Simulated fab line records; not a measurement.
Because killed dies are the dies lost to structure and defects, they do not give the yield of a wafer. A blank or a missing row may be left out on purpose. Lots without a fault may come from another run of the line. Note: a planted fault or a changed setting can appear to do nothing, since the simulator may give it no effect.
Which of the tools did it? -- flow nandHarc -- 7 lots, 21 wafers sampled, at 2 steps of a route of 1302

== WHAT THE GAUGES SHOWED, per wafer ==
NHARC_A_ONON_D1_THK_MEAS_05: measures by ellipsometry.
lot,measured,on,thkNm (nm)
L110,day 8 13:12,filmMetro-01,1002 1002 1001
L112,day 9 05:59,filmMetro-01,995 995 994
L115,day 10 19:32,filmMetro-02,1003 1003 1003
L118,day 11 23:58,filmMetro-02,1010 1010 1011
L121,day 13 00:28,filmMetro-02,992 994 994
L123,day 14 02:58,filmMetro-02,1018 1019 1019
L127,day 15 23:49,filmMetro-01,455 456 455 454 456 458

== WHICH TOOL RAN EACH LOT (tool, then ch and the chambers of the sampled wafers, then the start) ==
lot,NHARC_A_ONON_D1_DEP_03
L110,"pecvdOnon-02 ch 0, day 8 12:45"
L112,"pecvdOnon-04 ch 0, day 9 05:29"
L115,"pecvdOnon-02 ch 0, day 10 19:01"
L118,"pecvdOnon-02 ch 0, day 11 23:31"
L121,"pecvdOnon-02 ch 0, day 13 00:01"
L123,"pecvdOnon-03 ch 0, day 14 02:35"
L127,"pecvdOnon-03 ch 0, day 15 23:26"
- NHARC_A_ONON_D1_DEP_03: target thk 1000 nm.

== THE ANSWER, worked out from the rows above alone ==
Rule: the lots themselves supply what counts as usual. The widest of any qualifying gaps counts: lots, ordered by their means at a reading, are off when they make up no more than a third of the lots, leave a main group of 4 or more, and stand apart from it by 3 or more times the standard deviation of that group's means. The tables above print the reading to a certain number of digits; a main group whose means all agree to those digits is not used. A lot without any number at a reading at which 4 lots or more have one is off too. Where the step has rows for the other lots, those lots are counted as sound.
Off, at NHARC_A_ONON_D1_THK_MEAS_05 on thkNm: L127. Mean 1004 nm and standard deviation 8.8 in the main group.
A tool fits if, at a process step before that reading, it ran every lot that is off, and no sound lot after the first of them. Those tools and the gauges at NHARC_A_ONON_D1_THK_MEAS_05 are tried in the same way. This does not decide it: 2 tools fit, namely pecvdOnon-03 at NHARC_A_ONON_D1_DEP_03 and filmMetro-01 at NHARC_A_ONON_D1_THK_MEAS_05.

== WHAT THE SIMULATOR HAD PUT IN ==
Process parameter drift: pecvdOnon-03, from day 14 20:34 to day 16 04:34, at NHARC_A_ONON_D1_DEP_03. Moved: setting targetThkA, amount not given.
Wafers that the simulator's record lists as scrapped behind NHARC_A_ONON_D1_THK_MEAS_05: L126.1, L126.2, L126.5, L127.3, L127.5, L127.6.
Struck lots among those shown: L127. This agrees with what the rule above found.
